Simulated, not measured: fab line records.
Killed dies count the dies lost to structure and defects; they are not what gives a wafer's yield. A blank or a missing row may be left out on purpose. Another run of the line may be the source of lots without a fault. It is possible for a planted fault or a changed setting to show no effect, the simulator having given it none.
Matching of chambers ; flow n5_finfet ; N5_SD_EPI_P_ETCH_36 on rie_diel-02: 3 sister chambers
The step etches SiARC in CF4, target depth 45.5 nm, time 75.8 s. 19 wafers are shown with their chamber, then 8 later ones without.

WAFERS PAIRED WITH THEIR CHAMBERS
wafer;chamber;drypump_motor_current_A (A);throttle_valve_pct (%);oes_product_au (a.u.)
L076.1;3;4.7;15.79;0.66
L076.3;0;6.0;15.97;0.62
L076.5;0;6.0;15.95;0.62
L077.1;0;6.0;15.97;0.62
L077.5;0;6.0;15.96;0.63
L077.6;3;4.8;15.80;0.65
L081.1;3;4.8;15.79;0.65
L081.2;0;6.0;15.99;0.61
L081.5;0;6.0;16.00;0.62
L082.2;3;4.8;15.81;0.65
L082.4;0;6.0;15.99;0.62
L082.5;3;4.7;15.81;0.63
L084.1;0;6.0;16.00;0.61
L084.4;3;4.8;15.83;0.64
L084.5;0;6.0;15.97;0.62
L085.2;3;4.8;15.81;0.65
L085.5;1;5.9;15.67;0.60
L085.6;0;6.0;16.01;0.61
L087.3;1;5.9;15.69;0.60

SIGNATURES (means of the wafers above)
reading;chamber 0;chamber 1;chamber 3;scatter within a chamber
drypump_motor_current_A;6.000;5.900;4.771;0.0299
throttle_valve_pct;15.9810;15.6800;15.8057;0.0174
oes_product_au;0.6180;0.6000;0.6471;0.00751
Rule: for each reading, subtract the chamber's mean from the wafer's reading, divide by that reading's scatter and square the result; add these up over the readings and take the root, which gives the wafer's distance from the chamber. If the next closest chamber is less than 2 further off than the closest, the wafer can't be placed; otherwise it belongs to the closest. How the scatter is found: for the shown wafers, subtract from each reading the mean of its chamber, square and add these, divide the total by (wafers less chambers), then take the root.

WAFERS WITH NO CHAMBER GIVEN
wafer;drypump_motor_current_A (A);throttle_valve_pct (%);oes_product_au (a.u.)
L087.6;5.9;15.71;0.60
L090.1;6.0;16.00;0.60
L090.4;4.7;15.84;0.64
L090.5;6.0;16.02;0.61
L092.1;4.7;15.86;0.63
L092.5;6.0;16.02;0.60
L095.5;4.8;15.86;0.64
L095.6;6.0;16.04;0.60

WHICH CHAMBER EACH ONE RAN IN
wafer;from the rows above;in truth
L087.6;1;1
L090.1;0;0
L090.4;3;3
L090.5;0;0
L092.1;3;3
L092.5;0;0
L095.5;3;3
L095.6;0;0
Correct placement for 8 of the 8. From these rows, 0 cannot be placed. 0 placed wrongly.
